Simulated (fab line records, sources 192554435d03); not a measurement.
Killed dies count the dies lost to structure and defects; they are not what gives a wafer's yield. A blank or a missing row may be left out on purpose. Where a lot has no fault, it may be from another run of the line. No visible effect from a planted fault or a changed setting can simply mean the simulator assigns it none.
fab line records	flow n5Finfet
record: lots: 7	wafers: 39
route steps=1938 shown ZERO_LAYER@11 FIN_SAQP@110 HKMG_FIN@429 MOL_CONTACT_COAG@532 BEOL_M0_SAQP@676 BEOL_M0_CUTY@711 BEOL_M0@715
startH: the number of hours between the record's first day and the start of the first shown wafer of the lot	waitH: hours elapsed since this lot's preceding step	" identical to the entry in the row above	L1.1+2: several wafers, shown together as one row	- no value, or no start given	* or withheld: withheld	< > ~ a bound
route shown NAME@n: NAME is a module with steps in the file, n the number in the route of the first one	usual: mean and standard deviation over wafers with no fault	same: alike in all rows	chamber/n: place in a boat	sites: the reading at each site	_std_site: standard deviation across them	_edge_site: inner sites' mean taken away from outer sites' mean	radiusMm: for every site, how far away it sits from the centre of the wafer	mask NAME#n: copy n	behind: the tool/chamber that last shaped the wafer	hold: what put the lot on hold/how long, in hours/how the hold closed	device: transistor that didn't switch, given as n, p or np	end of line: the tests these same wafers got at the end of their route	a step with no rows: only its recipe	killed: dies lost to structure and defects at the first sort, not the wafer's yield	map: the dies of a wafer, with x for killed, . for not killed, _ for no die there
set.NAME: the setting the step ran with; set.NAME@STEP: the setting that earlier step ran with	model.NAME: the simulator's own value behind a step, which no gauge read
lots with deliberately changed settings; one table per step, one row per wafer
== steps ==
step: N5_ZERO_LAYER_DEVELOP_10
recipe: developTimeS: 60	rinseLiquid: diw	dry: airSpin	devTempC: 21
lot.wafer	tool	chamber	startH	waitH	set.developTimeS
L077.1+2+4	lithoTrack-04	0	-	-	28.83
L077.3+5+6	"	0	"	"	60
L085.1+2+5	lithoTrack-02	0	-	-	60
L085.3+4+6	"	0	"	"	84.36
L089.1+2+5	lithoTrack-02	0	-	-	83.9
L089.3+4+6	"	0	"	"	60
L091.1+2+3	lithoTrack-02	0	-	-	60
L092.1+2+3+4+5+6	lithoTrack-03	0	-	-	60
L094.1+3+6	lithoTrack-02	0	-	-	38.6
L094.2+4+5	"	0	"	"	60
L097.1+3+5	lithoTrack-03	0	-	-	89.7
L097.2+4+6	"	0	"	"	60
step: N5_ZERO_LAYER_HARDBAKE_23
recipe: tempC: 130	timeS: 120
step: N5_ZERO_LAYER_CD_MEAS_11
recipe: targetCdNm: 2000	landingEnergyEv: 500	detector: seInlens
usual: cdNm: 2000.2/2
lot.wafer	tool	chamber	startH	waitH	set.developTimeS@ZERO_LAYER_DEVELOP_10	cdNm
L077.1	cdSem-01	0	30.64	-	28.83	1983.5
L077.2	"	0	"	"	28.83	1984.6
L077.3	"	0	"	"	60	1999.5
L077.4	"	0	"	"	28.83	1985.3
L077.5	"	0	"	"	60	1997.2
L077.6	"	0	"	"	60	2001.7
L085.1	cdSem-02	0	78.66	-	60	1997.9
L085.2	"	0	"	"	60	1997.3
L085.3	"	0	"	"	84.36	2003.0
L085.4	"	0	"	"	84.36	2003.4
L085.5	"	0	"	"	60	1995.2
L085.6	"	0	"	"	84.36	2001.4
L089.1	cdSem-01	0	102.79	-	83.9	2006.1
L089.2	"	0	"	"	83.9	2004.5
L089.3	"	0	"	"	60	2000.7
L089.4	"	0	"	"	60	2000.7
L089.5	"	0	"	"	83.9	2006.5
L089.6	"	0	"	"	60	2001.6
L091.1	cdSem-03	0	114.77	-	60	1999.0
L091.2	"	0	"	"	60	2000.1
L091.3	"	0	"	"	60	1998.1
L092.1	cdSem-01	0	120.66	-	60	2000.3
L092.2	"	0	"	"	60	2001.8
L092.3	"	0	"	"	60	1999.9
L092.4	"	0	"	"	60	2001.2
L092.5	"	0	"	"	60	1999.8
L092.6	"	0	"	"	60	2002.9
L094.1	cdSem-03	0	132.64	-	38.6	1990.9
L094.2	"	0	"	"	60	2001.5
L094.3	"	0	"	"	38.6	1989.7
L094.4	"	0	"	"	60	1998.7
L094.5	"	0	"	"	60	1998.5
L094.6	"	0	"	"	38.6	1987.4
L097.1	cdSem-02	0	150.64	-	89.7	2009.0
L097.2	"	0	"	"	60	1999.7
L097.3	"	0	"	"	89.7	2008.6
L097.4	"	0	"	"	60	2001.4
L097.5	"	0	"	"	89.7	2009.2
L097.6	"	0	"	"	60	2003.5
step: N5_ZERO_LAYER_DESCUM_16
recipe: chemistry: O2	timeS: 7.9	sourcePowerW: 50	biasPowerW: 20	pressureMtorr: 20	rfFrequencyHz: 2.712e+07	tempC: 40	o2FlowSccm: 225
lot.wafer	tool	chamber	startH	waitH	set.developTimeS@ZERO_LAYER_DEVELOP_10	model.ZERO_LAYER.cdNm
L077.1	rieDiel-06	3	30.68	0.0	28.83	1984
L077.2+4	"	2,0	"	"	28.83	1985
L077.3	"	1	"	"	60	1999
L077.5	"	3	"	"	60	1997
L077.6	"	2	"	"	60	2002
L085.1+2	rieDiel-06	2,3	78.70	0.0	60	1998
L085.3+4	"	1,0	"	"	84.36	2003
L085.5	"	1	"	"	60	1995
L085.6	"	0	"	"	84.36	2002
L089.1+5	rieDiel-01	3,2	102.83	0.0	83.9	2006
L089.2	"	0	"	"	83.9	2004
L089.3+4	"	1,2	"	"	60	2001
L089.6	"	1	"	"	60	2002
L091.1	rieDiel-02	3	114.80	0.0	60	1999
L091.2	"	2	"	"	60	2000
L091.3	"	0	"	"	60	1998
L092.1+3+5	rieDiel-01	2,3,3	120.70	0.0	60	2000
L092.2	"	1	"	"	60	2002
L092.4	"	0	"	"	60	2001
L092.6	"	0	"	"	60	2003
L094.1	rieDiel-06	1	132.68	0.0	38.6	1991
L094.2	"	0	"	"	60	2001
L094.3	"	3	"	"	38.6	1990
L094.4+5	"	0,3	"	"	60	1998
L094.6	"	1	"	"	38.6	1987
L097.1+3	rieDiel-06	1,0	150.68	0.0	89.7	2009
L097.2	"	3	"	"	60	2000
L097.4	"	2	"	"	60	2002
L097.5	"	2	"	"	89.7	2010
L097.6	"	3	"	"	60	2004
step: N5_FIN_SAQP_DEVELOP_15
recipe: developTimeS: 30	developer: TMAH	resist: CAR-ArF	devTempC: 23	rinseLiquid: diw	dry: airSpin
lot.wafer	tool	chamber	startH	waitH	set.developTimeS
L077.1+3+4	lithoTrack-02	0	-	-	30
L077.2+5+6	"	0	"	"	19.69
L085.1+4+5	lithoTrack-02	0	-	-	30
L085.2+3+6	"	0	"	"	40.96
L089.1+2+3+4+5+6	lithoTrack-05	0	-	-	30
L091.1+2+3	lithoTrack-04	0	-	-	30
L092.1+2+6	lithoTrack-02	0	-	-	43.28
L092.3+4+5	"	0	"	"	30
L094.1+3+5	lithoTrack-02	0	-	-	30
L094.2+4+6	"	0	"	"	23.83
L097.1+4+6	lithoTrack-04	0	-	-	20.29
L097.2+3+5	"	0	"	"	30
step: N5_FIN_SAQP_CD_MEAS_16
recipe: targetCdNm: 35.6	landingEnergyEv: 500	detector: seInlens
usual: cdNm: 35.5/0.35
lot.wafer	tool	chamber	startH	waitH	set.developTimeS@FIN_SAQP_DEVELOP_15	cdNm
L077.1	cdSem-03	0	39.78	-	30	35.1
L077.2	"	0	"	"	19.69	36.1
L077.3	"	0	"	"	30	35.3
L077.4	"	0	"	"	30	35.3
L077.5	"	0	"	"	19.69	35.8
L077.6	"	0	"	"	19.69	36.3
L085.1	cdSem-02	0	90.75	-	30	34.9
L085.2	"	0	"	"	40.96	34.1
L085.3	"	0	"	"	40.96	34.5
L085.4	"	0	"	"	30	35.3
L085.5	"	0	"	"	30	35.5
L085.6	"	0	"	"	40.96	34.0
L089.1	cdSem-03	0	114.10	-	30	35.4
L089.2	"	0	"	"	30	36.4
L089.3	"	0	"	"	30	36.2
L089.4	"	0	"	"	30	35.8
L089.5	"	0	"	"	30	36.0
L089.6	"	0	"	"	30	35.8
L091.1	cdSem-02	0	123.69	-	30	35.5
L091.2	"	0	"	"	30	35.3
L091.3	"	0	"	"	30	35.7
L092.1	cdSem-01	0	129.49	-	43.28	34.2
L092.2	"	0	"	"	43.28	34.2
L092.3	"	0	"	"	30	35.0
L092.4	"	0	"	"	30	35.7
L092.5	"	0	"	"	30	35.3
L092.6	"	0	"	"	43.28	34.2
L094.1	cdSem-02	0	142.13	-	30	35.4
L094.2	"	0	"	"	23.83	35.9
L094.3	"	0	"	"	30	35.0
L094.4	"	0	"	"	23.83	35.5
L094.5	"	0	"	"	30	35.1
L094.6	"	0	"	"	23.83	35.6
L097.1	cdSem-01	0	163.18	-	20.29	36.1
L097.2	"	0	"	"	30	35.3
L097.3	"	0	"	"	30	35.4
L097.4	"	0	"	"	20.29	36.2
L097.5	"	0	"	"	30	35.5
L097.6	"	0	"	"	20.29	36.4
step: N5_HKMG_FIN_DEVELOP_11
recipe: developTimeS: 30	developer: TMAH	resist: CAR-ArF	devTempC: 23	rinseLiquid: diw	dry: airSpin
lot.wafer	tool	chamber	startH	waitH	set.developTimeS
L077.1+4+6	lithoTrack-05	0	-	-	36.18
L077.2+3+5	"	0	"	"	30
L085.1+2+4	lithoTrack-05	0	-	-	30
L085.3+5+6	"	0	"	"	17.26
L089.1+2+6	lithoTrack-05	0	-	-	30
L089.3+4+5	"	0	"	"	41.17
L091.1+2+3	lithoTrack-05	0	-	-	30
L092.1+2+3	lithoTrack-01	0	-	-	30
L092.4+5+6	"	0	"	"	38.06
L094.1+2+4	lithoTrack-03	0	-	-	30
L094.3+5+6	"	0	"	"	42.71
L097.1+2+5	lithoTrack-03	0	-	-	15.02
L097.3+4+6	"	0	"	"	30
step: N5_HKMG_FIN_CD_MEAS_12
recipe: targetCdNm: 92.8	landingEnergyEv: 500	detector: seInlens
usual: cdNm: 93.1/0.55
lot.wafer	tool	chamber	startH	waitH	set.developTimeS@HKMG_FIN_DEVELOP_11	cdNm
L077.1	cdSem-02	0	94.75	-	36.18	94.0
L077.2	"	0	"	"	30	93.3
L077.3	"	0	"	"	30	93.7
L077.4	"	0	"	"	36.18	94.9
L077.5	"	0	"	"	30	93.0
L077.6	"	0	"	"	36.18	94.4
L085.1	cdSem-03	0	149.49	-	30	93.7
L085.2	"	0	"	"	30	93.5
L085.3	"	0	"	"	17.26	90.1
L085.4	"	0	"	"	30	92.7
L085.5	"	0	"	"	17.26	90.9
L085.6	"	0	"	"	17.26	90.2
L089.1	cdSem-03	0	166.03	-	30	93.5
L089.2	"	0	"	"	30	92.6
L089.3	"	0	"	"	41.17	94.5
L089.4	"	0	"	"	41.17	95.2
L089.5	"	0	"	"	41.17	94.7
L089.6	"	0	"	"	30	93.1
L091.1	cdSem-01	0	174.52	-	30	92.8
L091.2	"	0	"	"	30	92.2
L091.3	"	0	"	"	30	93.2
L092.1	cdSem-01	0	185.57	-	30	92.0
L092.2	"	0	"	"	30	92.7
L092.3	"	0	"	"	30	92.2
L092.4	"	0	"	"	38.06	94.5
L092.5	"	0	"	"	38.06	93.7
L092.6	"	0	"	"	38.06	94.5
L094.1	cdSem-01	0	195.60	-	30	93.4
L094.2	"	0	"	"	30	94.6
L094.3	"	0	"	"	42.71	95.6
L094.4	"	0	"	"	30	93.9
L094.5	"	0	"	"	42.71	94.3
L094.6	"	0	"	"	42.71	95.4
L097.1	cdSem-03	0	216.25	-	15.02	88.7
L097.2	"	0	"	"	15.02	89.8
L097.3	"	0	"	"	30	92.9
L097.4	"	0	"	"	30	92.6
L097.5	"	0	"	"	15.02	89.7
L097.6	"	0	"	"	30	93.5
step: N5_MOL_CONTACT_COAG_ETCH_106
recipe: chemistry: N2/H2	target: SOC	targetDepthA: 800	overetchA: 160	maskMaterial: SiARC	tempC: 40	timeS: 120	ionEnergyEv: 200	pressureMtorr: 30	sourceW: 840	biasW: 150	n2FlowSccm: 200	h2FlowSccm: 200
lot.wafer	tool	chamber	startH	waitH	set.targetDepthA	model.etch.depthNm	model.SiARC_of_MOL_CONTACT_COAG_COAT_104.thkNm	model.MOL_CONTACT_COAG.cdOffsetNm
L077.1	rieDiel-04	3	107.71	0.0	347.1	50.86	9	-1.6
L077.2	"	2	"	"	800	80.4	6.6	-0.4
L077.3	"	0	"	"	347.1	49.12	9.2	-1.2
L077.4	"	1	"	"	800	80.16	6.4	0
L077.5	"	0	"	"	800	80.23	6.6	-0.4
L077.6	"	1	"	"	347.1	51.84	9	-1.2
L085.1	rieDiel-03	2	163.01	0.0	800	80.03	6.4	-0.4
L085.2	"	1	"	"	800	79.75	6	0
L085.3	"	0	"	"	800	79.84	6.4	-0.6
L085.4	"	3	"	"	800	79.9	6.2	-0.2
L085.5	"	2	"	"	800	79.98	6.4	-0.6
L085.6	"	3	"	"	800	79.64	6	-0.4
L089.1	rieDiel-03	2	178.51	0.0	800	80.43	6.4	-0.4
L089.2	"	0	"	"	800	80.13	6.4	0
L089.3	"	3	"	"	800	80.3	6.2	0.2
L089.4	"	1	"	"	336.6	52.18	9	-1
L089.5	"	0	"	"	336.6	49.02	9	-1.2
L089.6	"	1	"	"	336.6	51.84	9	-0.8
L091.1	rieDiel-05	1	188.82	0.0	800	80.16	6.8	0
L091.2	"	2	"	"	800	80.03	6.4	-0.2
L091.3	"	0	"	"	800	80.02	6.6	0
L092.1	rieDiel-04	1	198.75	0.0	800	80.3	6.2	0
L092.2	"	3	"	"	677.3	80.34	7	-0.6
L092.3	"	2	"	"	800	80.27	6.4	-0.2
L092.4	"	3	"	"	677.3	80.29	7	-0.6
L092.5	"	2	"	"	677.3	80.15	7.2	-0.6
L092.6	"	1	"	"	800	80.16	6.4	0
L094.1	rieDiel-05	0	208.26	0.0	800	79.88	6.6	0
L094.2	"	1	"	"	1260	80.19	4	1.4
L094.3	"	3	"	"	1260	80.02	4	1.2
L094.4	"	2	"	"	1260	80.29	3.6	1
L094.5	"	2	"	"	800	79.67	6.4	0
L094.6	"	3	"	"	800	79.93	6.6	0.2
L097.1	rieDiel-03	0	228.63	0.0	800	79.94	6.6	0
L097.2	"	3	"	"	800	80.01	6.2	-0.2
L097.3	"	2	"	"	1075	80.05	4.8	0.6
L097.4	"	1	"	"	800	80.08	6.2	0.4
L097.5	"	3	"	"	1075	79.81	4.6	0.8
L097.6	"	2	"	"	1075	80.11	5	0.4
step: N5_BEOL_M0_SAQP_SPACER2_ALD_26
recipe: material: SiO2	targetThkA: 150	tempC: 300	aldPrecursorFamily: BDEAS	aldCoReactant: O2-plasma	pulseTimeS: 1	purgeTimeS: 2	coReactantPurgeTimeS: 2	pressureTorr: 2
lot.wafer	tool	chamber	startH	waitH	set.targetThkA	model.SiO2_of_BEOL_M0_SAQP_SPACER2_ALD_26.thkNm
L077.1+4	aldSin-01	2,3	129.26	0.1	174.8	17.6
L077.2+3+6	"	0,1,3	"	"	150	15
L077.5	"	2	"	"	174.8	17.4
L085.1+2+3+4+5+6	aldSin-01	1,3,2,1,3,2	184.29	1.3	150	15
L089.1+3+5	aldSin-02	2,3,1	199.26	0.2	62.45	6.2
L089.2+6	"	0	"	"	150	15
L089.4	"	1	"	"	150	15.2
L091.1	aldSin-01	2	211.99	0.1	150	15.2
L091.2+3	"	1,0	"	"	150	15
L092.1+5	aldSin-03	3,0	220.94	0.1	150	15
L092.2	"	0	"	"	150	15.2
L092.3+6	"	1,3	"	"	103.2	10.4
L092.4	"	2	"	"	103.2	10.2
L094.1+4+6	aldSin-02	0,3,3	232.33	0.4	104.1	10.4
L094.2+3	"	1,2	"	"	150	15
L094.5	"	0	"	"	150	14.8
L097.1+3+4+6	aldSin-03	0,1,3,3	250.43	0.1	150	15
L097.2+5	"	2	"	"	150	14.8
step: N5_BEOL_M0_SAQP_SPACER2_ETCHBACK_27
recipe: chemistry: CHF3/O2	mode: anisotropicEtchback	target: SiO2	targetDepthA: 225	timeS: 11.25	pressureMtorr: 30	sourceW: 650	biasW: 170	Ar_flow_sccm: 200	CHF3_flow_sccm: 50	O2_flow_sccm: 5	ionEnergyEv: 200
step: N5_BEOL_M0_SAQP_MANDREL2_REMOVE_110
recipe: chemistry: HBr/Cl2/O2	btTimeS: 10	target: a-Si	stopOn: SiCN	endpoint: OES-SiCl	overEtchFrac: 1	icpW: 600	biasW: 30	HBr_flow_sccm: 150	Cl2_flow_sccm: 80	O2_flow_sccm: 5	pressureMtorr: 10
lot.wafer	tool	chamber	startH	waitH	set.targetThkA@BEOL_M0_SAQP_SPACER2_ALD_26	model.BEOL_M0_SAQP.cdNm	model.SiO2_of_BEOL_M0_SAQP_SPACER2_ALD_26.thkNm
L077.1+4	rieSi-03	3,2	129.90	0.1	174.8	17.6	13.2
L077.2+3+6	"	1,0,2	"	"	150	15	10.6
L077.5	"	3	"	"	174.8	17.6	13
L085.1+2+3+4+5+6	rieSi-03	2,3,0,1,1,0	184.95	0.1	150	15	10.6
L089.1+3+5	rieSi-04	3,1,3	199.90	0.1	62.45	6.2	2.8
L089.2+4	"	2,0	"	"	150	15	10.6
L089.6	"	0	"	"	150	14.8	10.6
L091.1+2+3	rieSi-03	3,1,2	212.62	0.1	150	15	10.6
L092.1+5	rieSi-03	0,1	221.58	0.1	150	15	10.6
L092.2	"	1	"	"	150	15.2	10.8
L092.3+6	"	3,2	"	"	103.2	10.4	6
L092.4	"	2	"	"	103.2	10.4	5.8
L094.1	rieSi-02	1	233.05	0.1	104.1	10.4	6
L094.2+3	"	0,3	"	"	150	15	10.6
L094.4+6	"	2	"	"	104.1	10.2	6
L094.5	"	3	"	"	150	15	10.4
L097.1+4	rieSi-04	0,2	251.07	0.1	150	15	10.6
L097.2	"	1	"	"	150	14.8	10.4
L097.3+6	"	3,1	"	"	150	14.8	10.6
L097.5	"	2	"	"	150	15	10.4
step: N5_BEOL_M0_SAQP_CD_MEAS_29
recipe: targetCdNm: 14.4	landingEnergyEv: 1000	detector: seInlens
usual: cdNm: 15.02/0.22
lot.wafer	tool	chamber	startH	waitH	set.targetThkA@BEOL_M0_SAQP_SPACER2_ALD_26	cdNm
L077.1	cdSem-02	0	130.01	0.1	174.8	-
L077.2	"	0	"	"	150	15.21
L077.3	"	0	"	"	150	-
L077.4	"	0	"	"	174.8	17.53
L077.5	"	0	"	"	174.8	17.76
L077.6	"	0	"	"	150	-
L085.1	cdSem-03	0	185.06	0.1	150	14.81
L085.2	"	0	"	"	150	14.83
L085.3	"	0	"	"	150	14.89
L085.4	"	0	"	"	150	15.02
L085.5	"	0	"	"	150	15.19
L085.6	"	0	"	"	150	15.16
L089.1	cdSem-01	0	200.01	0.1	62.45	6.28
L089.2	"	0	"	"	150	14.98
L089.3	"	0	"	"	62.45	6.51
L089.4	"	0	"	"	150	-
L089.5	"	0	"	"	62.45	-
L089.6	"	0	"	"	150	-
L091.1	cdSem-01	0	212.73	0.1	150	15.02
L091.2	"	0	"	"	150	15.14
L091.3	"	0	"	"	150	14.93
L092.1	cdSem-03	0	221.69	0.1	150	14.93
L092.2	"	0	"	"	150	15.23
L092.3	"	0	"	"	103.2	10.67
L092.4	"	0	"	"	103.2	10.36
L092.5	"	0	"	"	150	14.72
L092.6	"	0	"	"	103.2	10.77
L094.1	cdSem-01	0	233.16	0.1	104.1	10.43
L094.2	"	0	"	"	150	14.74
L094.3	"	0	"	"	150	14.74
L094.4	"	0	"	"	104.1	10.24
L094.5	"	0	"	"	150	15.30
L094.6	"	0	"	"	104.1	10.20
L097.1	cdSem-03	0	251.18	0.1	150	15.46
L097.2	"	0	"	"	150	14.71
L097.3	"	0	"	"	150	14.62
L097.4	"	0	"	"	150	14.95
L097.5	"	0	"	"	150	14.88
L097.6	"	0	"	"	150	14.55
step: N5_BEOL_M0_SAQP_COAT_69
recipe: resist: SOC	tempC: 250	timeS: 60	spinRpm: 1500	resistThkNm: 90
step: N5_BEOL_M0_SAQP_COAT_72
recipe: resist: SiARC	tempC: 220	timeS: 60	spinRpm: 1500	resistThkNm: 15
step: N5_BEOL_M0_CUTY_DESCUM_61
recipe: chemistry: O2	timeS: 7.9	sourcePowerW: 50	biasPowerW: 20	pressureMtorr: 20	rfFrequencyHz: 2.712e+07	tempC: 40	resist: CAR-ArF-block	o2FlowSccm: 225
step: N5_BEOL_M0_CUTY_ETCH_62
recipe: chemistry: CF4	target: SiARC	maskMaterial: CAR-ArF-block	timeS: 58.5	ionEnergyEv: 80	pressureMtorr: 40	sourceW: 545	biasW: 36	Ar_flow_sccm: 100	cf4FlowSccm: 100	ends: cleared
step: N5_BEOL_M0_CUTY_ETCH_63
recipe: chemistry: N2/H2	target: SOC	targetDepthA: 827	overetchA: 165	maskMaterial: SiARC	tempC: 40	ionEnergyEv: 200	timeS: 124	pressureMtorr: 30	sourceW: 840	biasW: 150	n2FlowSccm: 200	h2FlowSccm: 200
lot.wafer	tool	chamber	startH	waitH	set.targetThkA@BEOL_M0_SAQP_SPACER2_ALD_26	model.SiO2_of_BEOL_M0_SAQP_SPACER2_ALD_26.thkNm
L077.1	rieDiel-03	1	132.35	0.0	174.8	9.4
L077.2	"	0	"	"	150	7.2
L077.3+6	"	3	"	"	150	7
L077.4+5	"	2	"	"	174.8	9.6
L085.1+2+5+6	rieDiel-04	0,2,2,3	187.37	0.0	150	7.2
L085.3+4	"	1,3	"	"	150	7
L089.1+3+5	rieDiel-03	0,3,3	202.10	0.0	62.45	1.4
L089.2+6	"	2	"	"	150	7.2
L089.4	"	1	"	"	150	7
L091.1+3	rieDiel-05	0,3	215.01	0.0	150	7.4
L091.2	"	1	"	"	150	7.2
L092.1+2+5	rieDiel-03	2,3,2	224.35	0.0	150	7.2
L092.3+6	"	0,3	"	"	103.2	2.8
L092.4	"	1	"	"	103.2	2.6
L094.1+4+6	rieDiel-04	0,2,3	235.20	0.0	104.1	2.8
L094.2+5	"	3,0	"	"	150	7.2
L094.3	"	2	"	"	150	7
L097.1+2+4	rieDiel-05	2,1,2	253.19	0.0	150	7
L097.3+5+6	"	3,1,3	"	"	150	7.2
step: N5_BEOL_M0_CUTY_STRIP_64
recipe: chemistry: N2/H2	tempC: 40	n2FlowSccm: 200	h2FlowSccm: 200	rfFrequencyHz: 6e+07
step: N5_BEOL_M0_ETCH_138
recipe: chemistry: CH3F/O2	targetDepthA: 120	target: SiCN	timeS: 31.6	ionEnergyEv: 120	pressureMtorr: 30	sourceW: 395	biasW: 75	Ar_flow_sccm: 150	CH3F_flow_sccm: 30	O2_flow_sccm: 20	ends: cleared
lot.wafer	tool	chamber	startH	waitH	set.targetThkA@BEOL_M0_SAQP_SPACER2_ALD_26	model.SiO2_of_BEOL_M0_SAQP_SPACER2_ALD_26.thkNm
L077.1	rieDiel-03	1	132.47	0.0	174.8	7.4
L077.2	"	0	"	"	150	5.2
L077.3+6	"	3	"	"	150	5
L077.4+5	"	2	"	"	174.8	7.6
L085.1+2+3+5	rieDiel-04	0,2,1,2	187.49	0.0	150	5.2
L085.4+6	"	3	"	"	150	5
L089.1+3+5	rieDiel-03	0,3,3	202.22	0.0	62.45	0.6
L089.2	"	2	"	"	150	5.2
L089.4+6	"	1,2	"	"	150	5
L091.1+3	rieDiel-05	0,3	215.13	0.0	150	5.4
L091.2	"	1	"	"	150	5.2
L092.1+2+5	rieDiel-03	3,0,3	224.47	0.0	150	5.2
L092.3+6	"	2	"	"	103.2	1.4
L092.4	"	0	"	"	103.2	1.2
L094.1	rieDiel-04	0	235.32	0.0	104.1	1.2
L094.2+3+5	"	3,2,0	"	"	150	5.2
L094.4+6	"	2,3	"	"	104.1	1.4
L097.1+4	rieDiel-05	2	253.31	0.0	150	5
L097.2+3+5+6	"	1,3,1,3	"	"	150	5.2
step: N5_BEOL_M0_HM_OPEN_105
recipe: chemistry: Cl2/BCl3	targetDepthA: 120	target: TiN	ionEnergyEv: 150	pressureMtorr: 10	icpW: 1000	biasW: 126	Cl2_flow_sccm: 53.25	bcl3FlowSccm: 21.75	Ar_flow_sccm: 25
lot.wafer	tool	chamber	startH	waitH	set.targetThkA@BEOL_M0_SAQP_SPACER2_ALD_26	model.SiO2_of_BEOL_M0_SAQP_SPACER2_ALD_26.thkNm
L077.1+4+5	rieMetal-01	0,1,1	132.86	0.4	174.8	5.2
L077.2+3+6	"	1,0,0	"	"	150	2.6
L085.1+2+3+4+5	rieMetal-02	1,0,1,0,0	187.60	0.1	150	2.8
L085.6	"	1	"	"	150	2.6
L089.1+3+5	rieMetal-03	1,1,0	205.44	3.2	62.45	0.4
L089.2	"	0	"	"	150	2.8
L089.4+6	"	0,1	"	"	150	2.6
L091.1+3	rieMetal-01	0	217.37	2.2	150	3
L091.2	"	1	"	"	150	2.8
L092.1+2+5	rieMetal-01	1,0,1	227.61	3.1	150	2.8
L092.3+4+6	"	0,1,0	"	"	103.2	0.6
L094.1+4+6	rieMetal-03	0	235.65	0.3	104.1	0.6
L094.2+3+5	"	1	"	"	150	2.8
L097.1+4	rieMetal-03	1,0	253.70	0.3	150	2.6
L097.2+3+5+6	"	0,1,1,0	"	"	150	2.8
== key ==
split: step: N5_ZERO_LAYER_DEVELOP_10	setting: developTimeS	stated: 60	by: wafer
response: step: N5_ZERO_LAYER_CD_MEAS_11	reading: cdNm	change: +0.2	per: 1%	r: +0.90
response: step: N5_ZERO_LAYER_DESCUM_16	reading: model.ZERO_LAYER.cdNm	change: +0.196	per: 1%	r: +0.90
split: step: N5_FIN_SAQP_DEVELOP_15	setting: developTimeS	stated: 30	by: wafer
response: step: N5_FIN_SAQP_CD_MEAS_16	reading: cdNm	change: -0.026	per: 1%	r: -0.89
split: step: N5_HKMG_FIN_DEVELOP_11	setting: developTimeS	stated: 30	by: wafer
response: step: N5_HKMG_FIN_CD_MEAS_12	reading: cdNm	change: +0.057	per: 1%	r: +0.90
split: step: N5_MOL_CONTACT_COAG_ETCH_106	setting: targetDepthA	stated: 800	by: wafer
response: step: N5_MOL_CONTACT_COAG_ETCH_106	reading: model.etch.depthNm	shape: bent	atLowest: 51.01	atStated: 80.05	atHighest: 80.17
response: step: N5_MOL_CONTACT_COAG_ETCH_106	reading: model.SiARC_of_MOL_CONTACT_COAG_COAT_104.thkNm	change: -0.0457	per: 1%	r: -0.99
response: step: N5_MOL_CONTACT_COAG_ETCH_106	reading: model.MOL_CONTACT_COAG.cdOffsetNm	change: +0.0183	per: 1%	r: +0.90
split: step: N5_BEOL_M0_SAQP_SPACER2_ALD_26	setting: targetThkA	stated: 150	by: wafer
response: step: N5_BEOL_M0_SAQP_SPACER2_ALD_26	reading: model.SiO2_of_BEOL_M0_SAQP_SPACER2_ALD_26.thkNm	change: +0.151	per: 1%	r: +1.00
response: step: N5_BEOL_M0_SAQP_MANDREL2_REMOVE_110	reading: model.BEOL_M0_SAQP.cdNm	change: +0.151	per: 1%	r: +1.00
response: step: N5_BEOL_M0_SAQP_MANDREL2_REMOVE_110	reading: model.SiO2_of_BEOL_M0_SAQP_SPACER2_ALD_26.thkNm	change: +0.14	per: 1%	r: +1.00
response: step: N5_BEOL_M0_SAQP_CD_MEAS_29	reading: cdNm	change: +0.146	per: 1%	r: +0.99
response: step: N5_BEOL_M0_CUTY_ETCH_63	reading: model.SiO2_of_BEOL_M0_SAQP_SPACER2_ALD_26.thkNm	change: +0.116	per: 1%	r: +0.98
response: step: N5_BEOL_M0_ETCH_138	reading: model.SiO2_of_BEOL_M0_SAQP_SPACER2_ALD_26.thkNm	change: +0.0967	per: 1%	r: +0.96
response: step: N5_BEOL_M0_HM_OPEN_105	reading: model.SiO2_of_BEOL_M0_SAQP_SPACER2_ALD_26.thkNm	shape: bent	atLowest: 0.4	atStated: 2.756	atHighest: 5.2
